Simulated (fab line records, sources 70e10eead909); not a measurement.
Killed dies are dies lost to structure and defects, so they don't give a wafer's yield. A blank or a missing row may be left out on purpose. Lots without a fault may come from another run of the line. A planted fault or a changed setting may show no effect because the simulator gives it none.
fab line records | flow nand_harc
record lots=14 wafers=42 last_day=33
route steps=1302 shown A_SGD_CUT@919 A_SLIT@937
lots that met no fault: from a run of the same line without faults
start_h: hours from the record's first day to the start of the lot's first wafer shown | wait_h: hours since the lot's step before | " the same as in the row above | L1.1+2: a row that stands for several wafers | - no value, or no start given | * or withheld: withheld | < > ~ a bound
route shown NAME@n: a module of which the file shows steps, and the number in the route of the first | usual: mean/standard deviation of fault-free wafers | same: alike in all rows | chamber/n: place in a boat | sites: the reading at each site | _std_site: their standard deviation | _edge_site: outer sites' mean less inner sites' | radius_mm: how far each site lies from the wafer's centre | mask NAME#n: copy n | behind: the tool/chamber that last shaped the wafer | hold: why the lot was held/for how many hours/how that ended | device: the transistor (n, p or np) that didn't switch | end of line: the same wafers' tests at the end of the route | a step without rows: its recipe alone | killed: dies lost to structure and defects at the first sort, not the wafer's yield | map: a wafer's dies, x killed, . not, _ none there
set.NAME: the setting as run; set.NAME@STEP: as run at that earlier step | model.NAME: the simulator's own value behind a step, which no gauge read
steps of the route over a sample of lots; a table a step, a row a wafer
services: from which hour (start_h, from the record's first day; less than 0 if before it) a tool's chamber was out of use, for how many hours, and why
## steps
# step NHARC_A_SGD_CUT_ETCHBACK_24
# recipe target_depth_a=500 over_etch_frac=0.3 time_s=92.857 ion_energy_ev=120 ch3f_flow_sccm=50 o2_flow_sccm=30 ar_flow_sccm=200 rf_w=500 bias_w=100 chemistry=CH3F/O2
# usual drypump_motor_current_A=5.59/0.29 oes_product_au=0.97/0.036 rf_vpp_V=244.5/1.5 showerhead_plenum_p_Torr=2.47/0.097 throttle_valve_pct=20.663/0.0094
# columns lot.wafer tool chamber start_h wait_h drypump_motor_current_A oes_product_au rf_hours_counter_h rf_vpp_V showerhead_plenum_p_Torr throttle_valve_pct
L910.2 rie_diel-10 3 440.95 0.1 5.68 0.92 1 245.0 2.46 20.662
L910.1 " 2 " " 5.53 0.93 1 243.1 2.42 20.663
L910.5 " 3 " " 5.66 0.92 - 246.4 2.46 20.657
L913.3 rie_diel-10 3 459.10 0.1 5.64 0.97 2 244.6 2.46 20.673
L913.2 " 0 " " 5.08 0.98 2 243.4 2.36 20.657
L913.5 " 0 " " 5.07 0.98 - 244.2 2.36 20.670
L912.4 rie_diel-05 1 459.10 0.1 5.96 0.96 4 243.3 2.39 20.662
L912.3 " 3 " " 5.43 0.94 4 244.3 2.39 20.661
L912.5 " 2 " " 5.89 0.94 - 243.1 2.32 20.691
L911.2 rie_diel-11 1 459.10 0.2 6.01 1.00 2 245.1 2.58 20.666
L911.4 " 2 " " 5.22 1.02 2 246.2 2.56 20.677
L911.5 " 2 " " 5.23 1.01 - 245.7 2.56 20.667
L915.3 rie_diel-11 3 480.82 0.1 5.99 1.00 4 245.2 2.58 20.657
L915.4 " 1 " " 6.00 0.99 3 246.8 2.58 20.667
L915.1 " 2 " " 5.23 1.02 4 245.8 2.56 20.660
L916.3 rie_diel-05 3 499.64 0.2 5.46 1.00 7 242.9 2.39 20.650
L916.5 " 2 " " 5.86 1.01 - 243.7 2.32 20.645
L916.6 " 3 " " 5.46 1.01 - 243.0 2.39 20.663
L924.1 rie_diel-11 1 588.15 0.2 5.95 0.99 13 244.8 2.57 20.676
L924.4 " 2 " " 5.22 1.01 14 248.4 2.56 20.671
L924.5 " 3 " " 5.94 1.01 - 245.4 2.57 20.672
L925.1 rie_diel-10 1 588.15 0.2 5.61 1.01 10 246.9 2.63 20.667
L925.3 " 2 " " 5.50 1.01 10 242.4 2.41 20.668
L925.6 " 0 " " 5.05 0.98 - 242.5 2.36 20.669
L926.3 rie_diel-05 3 599.78 0.1 5.44 1.02 0 243.6 2.39 20.676
L926.4 " 2 " " 5.85 1.00 0 242.8 2.32 20.660
L926.5 " 3 " " 5.45 1.02 - 242.4 2.39 20.682
L927.2 rie_diel-11 0 599.80 0.2 5.49 0.93 13 244.4 2.46 20.666
L927.3 " 1 " " 5.97 0.91 15 245.7 2.57 20.649
L927.6 " 2 " " 5.22 0.93 - 246.1 2.56 20.675
L929.3 rie_diel-11 3 628.89 0.2 5.94 1.02 0 245.5 2.57 20.680
L929.4 " 0 " " 5.51 1.02 0 244.9 2.46 20.656
L929.5 " 2 " " 5.23 1.00 - 245.7 2.56 20.672
L930.1 rie_diel-10 3 639.44 0.1 5.67 0.93 1 244.5 2.45 20.662
L930.2 " 1 " " 5.61 0.93 1 247.8 2.63 20.670
L930.5 " 0 " " 5.07 0.93 - 243.0 2.35 20.676
L931.3 rie_diel-11 0 650.01 0.1 5.49 1.01 1 245.9 2.46 20.662
L931.2 " 1 " " 5.99 1.01 1 245.9 2.57 20.656
L931.5 " 1 " " 5.99 1.00 - 244.1 2.57 20.655
L932.3 rie_diel-10 2 676.94 0.1 5.56 0.94 3 243.3 2.41 20.680
L932.6 " 1 " " 5.58 0.93 - 246.4 2.63 20.667
L932.5 " 2 " " 5.50 0.93 - 243.6 2.41 20.654
# step NHARC_A_SLIT_ETCH_24
# recipe target_depth_a=1210 time_s=60.5 cf4_flow_sccm=100 chf3_flow_sccm=30 ar_flow_sccm=0 rf_w=500 bias_w=200 chemistry=CF4/CHF3
# usual drypump_motor_current_A=5.8/0.53 oes_product_au=0.962/0.02 rf_vpp_V=370.0/2.2 showerhead_plenum_p_Torr=1.56/0.061 throttle_valve_pct=16.803/0.0092
# columns lot.wafer tool chamber start_h wait_h drypump_motor_current_A oes_product_au rf_hours_counter_h rf_vpp_V showerhead_plenum_p_Torr throttle_valve_pct
L910.2 rie_diel-09 2 449.31 0.1 5.8 0.971 6.1 372.8 1.66 16.802
L910.1 " 0 " " 6.5 0.966 6.4 367.9 1.49 16.799
L910.5 " 1 " " 4.9 0.978 - 373.0 1.64 16.816
L913.3 rie_diel-01 1 464.49 0.1 5.4 0.924 4.3 367.0 1.48 16.793
L913.2 " 2 " " 5.9 0.920 3.4 371.1 1.59 16.812
L913.5 " 0 " " 6.7 0.913 - 370.5 1.57 16.798
L912.3 rie_diel-01 2 465.31 0.7 5.9 0.925 4.3 371.1 1.59 16.794
L912.4 " 3 " " 6.4 0.939 4.0 369.9 1.55 16.804
L912.5 " 1 " " 5.4 0.937 - 366.7 1.48 16.804
L911.4 rie_diel-09 0 467.77 0.1 6.5 0.974 7.7 366.8 1.49 16.791
L911.2 " 1 " " 4.9 0.984 7.6 372.2 1.64 16.802
L911.5 " 0 " " 6.5 0.970 - 367.4 1.49 16.804
L915.4 rie_diel-01 2 490.31 0.1 5.9 0.939 5.7 370.3 1.59 16.813
L915.1 " 0 " " 6.6 0.935 5.5 371.0 1.57 16.819
L915.3 " 1 " " 5.4 0.954 6.2 367.3 1.48 16.805
L916.3 rie_diel-01 3 509.19 0.1 6.4 0.987 6.7 370.3 1.55 16.789
L916.6 " 2 " " 5.9 0.990 - 370.5 1.59 16.809
L916.5 " 3 " " 6.4 0.984 - 369.7 1.55 16.805
L925.3 rie_diel-09 2 594.54 0.1 5.8 0.951 5.0 372.8 1.66 16.802
L925.1 " 3 " " 6.1 0.957 3.2 368.7 1.52 16.807
L925.6 " 1 " " 4.9 0.986 - 372.8 1.63 16.799
L924.1 rie_diel-03 3 594.83 0.1 5.8 0.974 4.6 371.8 1.58 16.802
L924.4 " 1 " " 5.5 0.958 6.0 368.5 1.55 16.798
L924.5 " 2 " " 5.1 0.954 - 366.7 1.48 16.798
L926.3 rie_diel-01 3 605.12 0.1 6.4 0.963 1.4 369.8 1.54 16.803
L926.4 " 0 " " 6.7 0.973 1.4 371.6 1.57 16.801
L926.5 " 1 " " 5.4 0.969 - 368.4 1.48 16.791
L927.3 rie_diel-09 3 607.46 0.1 6.1 0.937 3.8 369.2 1.52 16.804
L927.2 " 0 " " 6.5 0.935 6.6 366.8 1.48 16.802
L927.6 " 2 " " 5.8 0.937 - 372.7 1.66 16.815
L929.3 rie_diel-03 2 635.52 0.1 5.1 0.957 8.2 366.7 1.48 16.797
L929.4 " 3 " " 5.8 0.981 6.6 371.3 1.58 16.816
L929.5 " 1 " " 5.5 0.993 - 371.6 1.55 16.789
L930.1 rie_diel-09 3 648.15 0.1 6.1 0.966 6.1 369.3 1.52 16.807
L930.2 " 2 " " 5.8 0.968 7.4 373.5 1.66 16.811
L930.5 " 0 " " 6.6 0.964 - 368.2 1.48 16.811
L931.3 rie_diel-09 0 658.07 0.1 6.6 0.973 9.6 367.8 1.48 16.803
L931.2 " 1 " " 4.9 0.955 8.3 372.8 1.63 16.789
L931.5 " 0 " " 6.5 0.972 - 368.1 1.48 16.802
L932.3 rie_diel-01 1 682.25 0.1 5.4 0.963 6.0 367.6 1.47 16.793
L932.6 " 2 " " 5.9 0.978 - 372.0 1.59 16.801
L932.5 " 3 " " 6.4 0.970 - 370.5 1.54 16.811
# step NHARC_A_SLIT_ETCH_15
# recipe target_depth_a=62000 over_etch_frac=0.3 time_s=1612 ion_energy_ev=150 o2_flow_sccm=400 cos_flow_sccm=20 ar_flow_sccm=0 rf_w=500 bias_w=300 chemistry=O2/COS
# usual drypump_motor_current_A=5.9/0.54 oes_product_au=1.001/0.0098 rf_vpp_V=313.5/2 showerhead_plenum_p_Torr=3.08/0.12 throttle_valve_pct=28.329/0.01
# columns lot.wafer tool chamber start_h wait_h drypump_motor_current_A oes_product_au rf_hours_counter_h rf_vpp_V showerhead_plenum_p_Torr throttle_valve_pct
L910.1 rie_diel-09 3 - - 6.1 1.000 6.7 311.2 3.02 28.313
L910.2 " 0 " " 6.6 0.995 6.7 312.4 2.95 28.332
L910.5 " 3 " " 6.1 0.998 - 314.5 3.02 28.329
L913.3 rie_diel-01 2 - - 5.9 0.996 3.6 315.3 3.16 28.333
L913.2 " 0 " " 6.7 0.982 4.3 315.8 3.11 28.323
L913.5 " 2 " " 5.9 0.991 - 315.0 3.16 28.332
L912.3 rie_diel-01 1 - - 5.4 1.006 5.1 311.0 2.93 28.341
L912.4 " 0 " " 6.7 0.991 4.8 314.4 3.11 28.327
L912.5 " 2 " " 5.9 1.003 - 315.7 3.16 28.328
L911.2 rie_diel-09 0 - - 6.6 0.987 8.0 310.3 2.95 28.340
L911.4 " 3 " " 6.1 0.994 8.6 312.7 3.02 28.327
L911.5 " 0 " " 6.5 0.986 - 312.4 2.95 28.341
L915.3 rie_diel-01 1 - - 5.4 1.003 6.4 311.9 2.93 28.324
L915.4 " 2 " " 5.9 1.008 5.9 314.9 3.16 28.327
L915.1 " 3 " " 6.5 0.996 5.3 315.1 3.07 28.339
L916.3 rie_diel-01 2 - - 5.9 0.996 7.7 315.8 3.16 28.340
L916.5 " 2 " " 5.9 1.000 - 314.9 3.16 28.335
L916.6 " 3 " " 6.5 1.016 - 313.3 3.07 28.326
L925.1 rie_diel-09 0 - - 6.6 1.004 5.7 311.4 2.94 28.315
L925.3 " 3 " " 6.1 0.990 3.4 312.9 3.02 28.314
L925.6 " 1 " " 4.9 1.022 - 315.3 3.24 28.343
L924.1 rie_diel-03 1 - - 5.5 1.011 6.2 313.3 3.07 28.336
L924.4 " 0 " " 6.0 1.002 4.8 313.0 3.05 28.346
L924.5 " 1 " " 5.5 1.007 - 312.8 3.07 28.327
L926.4 rie_diel-01 2 - - 5.9 1.002 2.1 314.2 3.16 28.326
L926.3 " 1 " " 5.5 1.014 2.0 310.9 2.93 28.333
L926.5 " 2 " " 5.9 0.997 - 313.1 3.16 28.325
L927.2 rie_diel-09 0 - - 6.6 1.001 6.8 312.3 2.94 28.337
L927.3 " 2 " " 5.8 0.989 5.9 316.0 3.29 28.331
L927.6 " 0 " " 6.6 0.998 - 310.4 2.94 28.318
L929.3 rie_diel-03 3 - - 5.8 1.011 6.8 313.1 3.14 28.332
L929.4 " 1 " " 5.5 1.005 9.6 311.3 3.07 28.338
L929.5 " 0 " " 6.0 1.008 - 312.6 3.05 28.339
L930.2 rie_diel-09 3 - - 6.1 0.981 6.3 314.1 3.02 28.335
L930.1 " 0 " " 6.6 1.006 8.7 311.1 2.94 28.351
L930.5 " 3 " " 6.0 0.999 - 312.8 3.02 28.318
L931.2 rie_diel-09 0 - - 6.6 1.000 9.9 313.1 2.94 28.321
L931.3 " 1 " " 4.9 1.003 8.6 316.7 3.24 28.319
L931.5 " 0 " " 6.6 0.993 - 311.7 2.94 28.334
L932.3 rie_diel-01 2 - - 5.9 0.993 6.5 314.8 3.15 28.323
L932.6 " 2 " " 5.9 0.995 - 316.4 3.15 28.342
L932.5 " 3 " " 6.5 1.010 - 313.9 3.06 28.347
# step NHARC_A_SLIT_ETCH_29
# recipe target_depth_a=1000 overetch_a=100 time_s=55 ion_energy_ev=100 cf4_flow_sccm=80 o2_flow_sccm=20 ar_flow_sccm=0 rf_w=300 bias_w=100 chemistry=CF4/O2
# usual drypump_motor_current_A=5.9/0.54 oes_f_703_au=1.000/0.0046 oes_o_777_au=1.000/0.0044 oes_product_au=1.001/0.0094 rf_vpp_V=197.3/1.3 showerhead_plenum_p_Torr=1.31/0.047 throttle_valve_pct=13.397/0.0091
# columns lot.wafer tool chamber start_h wait_h drypump_motor_current_A oes_f_703_au oes_o_777_au oes_product_au rf_hours_counter_h rf_vpp_V showerhead_plenum_p_Torr throttle_valve_pct
L910.1 rie_diel-01 1 455.03 0.1 5.4 1.007 0.998 0.996 3.6 196.4 1.25 13.390
L910.2 " 2 " " 5.9 0.998 0.995 1.001 2.7 198.7 1.35 13.407
L910.5 " 0 " " 6.7 1.004 1.000 0.983 - 197.3 1.33 13.403
L913.2 rie_diel-03 3 470.23 0.1 5.7 0.999 1.001 1.006 0.0 199.5 1.34 13.401
L913.3 " 1 " " 5.5 1.002 0.998 1.012 0.0 197.1 1.31 13.384
L913.5 " 0 " " 6.0 1.011 1.004 1.001 - 196.9 1.30 13.404
L912.3 rie_diel-01 0 473.13 0.1 6.7 1.008 1.010 0.987 5.0 197.2 1.33 13.391
L912.4 " 1 " " 5.4 1.004 1.003 1.008 5.8 195.2 1.25 13.374
L912.5 " 0 " " 6.7 1.003 1.004 0.991 - 197.4 1.33 13.395
L911.4 rie_diel-01 0 476.94 0.1 6.7 1.000 1.001 0.986 5.1 197.3 1.33 13.402
L911.2 " 2 " " 5.9 1.005 0.996 0.998 5.3 199.0 1.35 13.395
L911.5 " 1 " " 5.4 0.995 1.002 1.005 - 196.6 1.25 13.398
L915.4 rie_diel-01 1 495.99 0.1 5.4 0.994 1.007 1.007 7.2 195.4 1.25 13.408
L915.3 " 2 " " 5.9 0.999 1.000 0.888 6.3 196.7 1.35 13.397
L915.1 " 3 " " 6.4 1.000 0.993 0.899 5.6 195.9 1.31 13.386
L916.3 rie_diel-01 1 515.32 0.1 5.4 1.002 1.010 0.882 8.3 197.3 1.25 13.398
L916.5 " 0 " " 6.7 0.991 1.001 0.980 - 197.1 1.33 13.400
L916.6 " 1 " " 5.4 1.001 0.998 1.006 - 196.4 1.25 13.394
L925.1 rie_diel-01 2 600.31 0.1 5.8 1.010 0.993 1.003 1.6 197.8 1.35 13.414
L925.3 " 3 " " 6.5 1.007 0.997 0.988 1.1 199.7 1.31 13.385
L925.6 " 1 " " 5.4 0.998 0.997 1.004 - 196.6 1.25 13.415
L924.4 rie_diel-03 3 600.50 0.1 5.8 1.000 1.000 1.011 5.1 199.9 1.34 13.415
L924.1 " 2 " " 5.1 1.004 0.999 1.004 6.4 198.0 1.25 13.401
L924.5 " 0 " " 6.0 1.005 0.999 1.014 - 197.9 1.30 13.395
L926.4 rie_diel-09 2 610.79 0.1 5.8 1.004 1.000 0.987 6.8 200.1 1.41 13.413
L926.3 " 3 " " 6.1 1.004 1.009 0.998 5.5 196.8 1.29 13.402
L926.5 " 1 " " 4.9 1.005 0.996 1.016 - 198.1 1.39 13.402
L927.2 rie_diel-01 3 614.52 0.1 6.5 0.999 0.998 0.988 3.0 198.7 1.31 13.399
L927.3 " 1 " " 5.4 0.996 1.006 1.001 2.8 195.3 1.25 13.393
L927.6 " 3 " " 6.4 1.006 1.005 0.988 - 197.8 1.31 13.421
L929.3 rie_diel-01 3 641.19 0.1 6.4 1.000 0.993 0.989 3.3 197.1 1.31 13.408
L929.4 " 2 " " 5.9 0.994 1.001 1.009 3.6 196.6 1.35 13.399
L929.5 " 0 " " 6.7 1.001 1.001 0.999 - 197.4 1.33 13.403
L930.1 rie_diel-09 0 653.85 0.1 6.6 0.997 0.996 1.005 9.5 196.0 1.26 13.398
L930.2 " 1 " " 4.9 0.994 1.001 1.021 8.2 198.8 1.39 13.392
L930.5 " 0 " " 6.6 0.994 1.001 1.005 - 196.5 1.26 13.385
L931.3 rie_diel-03 2 664.10 0.1 5.1 0.994 0.997 1.011 0.3 195.1 1.25 13.400
L931.2 " 1 " " 5.5 1.001 1.005 1.006 0.3 197.6 1.31 13.413
L931.5 " 1 " " 5.5 1.002 0.992 1.008 - 196.6 1.31 13.410
L932.3 rie_diel-03 0 687.94 0.1 6.0 0.990 0.994 0.996 1.4 197.6 1.30 13.410
L932.6 " 2 " " 5.1 1.004 0.996 0.993 - 197.5 1.25 13.383
L932.5 " 3 " " 5.8 1.003 1.000 1.019 - 197.4 1.34 13.405
## services
# columns tool chamber start_h hours kind
rie_diel-11 1 425.54 15.2 repair
rie_diel-11 - 432.50 9.0 pm
rie_diel-03 - 458.88 9.0 pm
rie_diel-11 1 487.95 4.5 repair
rie_diel-09 - 497.10 9.0 pm
rie_diel-01 1 503.60 3.7 repair
rie_diel-09 2 513.10 5.0 repair
rie_diel-09 1 514.81 7.3 repair
rie_diel-09 3 521.04 10.0 repair
rie_diel-01 - 531.81 0.4 repair
rie_diel-01 3 535.09 7.4 repair
rie_diel-09 3 551.61 8.3 repair
rie_diel-01 1 555.86 18.0 repair
rie_diel-01 - 557.94 9.0 pm
rie_diel-03 0 560.98 16.7 repair
rie_diel-03 1 571.06 3.0 repair
rie_diel-03 - 602.48 0.8 repair
rie_diel-01 0 621.33 10.3 repair
rie_diel-01 2 626.29 3.5 repair
rie_diel-03 - 636.27 9.0 pm
rie_diel-01 2 658.28 1.4 repair
rie_diel-03 3 662.45 7.0 repair
rie_diel-01 2 668.68 3.5 repair
rie_diel-09 - 674.10 9.0 pm
## key
first_sign step=NHARC_A_SLIT_ETCH_29 reading=oes_product_au direction=down sigmas=12 usual=1.001 struck=0.890
effect none on later readings
met_at NHARC_A_SLIT_ETCH_29
struck_lots L915,L916
struck_wafers L915.1,L915.3,L916.3
later_rows_left_out L915.1,L915.3,L916.3
sort_left_out L915.1,L915.3,L916.3
tester_left_out L915,L916
not_acting_at NHARC_A_SGD_CUT_ETCHBACK_24,NHARC_A_SLIT_ETCH_24,NHARC_A_SLIT_ETCH_15
onset_between 476.94 495.99
fault kind=process_parameter_drift tool=rie_diel-01 chamber=- onset_h=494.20 steps=NHARC_A_SLIT_ETCH_29 channel=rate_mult offset=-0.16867 shape=step end_h=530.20 scope=struck_wafers_only
# tester_left_out: of these lots the tester's yield and bins aren't shown, on N5 and GAA mostly nor the transistor test; their killed dies are dies lost to structure and defects alone, not to doping, threshold or leakage, so they don't give the yield
# sort_left_out: the simulated sort isn't trusted on such a fault, so these wafers' sort isn't shown, and their yield isn't known
# later_rows_left_out: the simulator's readings of these wafers behind a module that went badly wrong aren't trusted and aren't shown, but for the sort
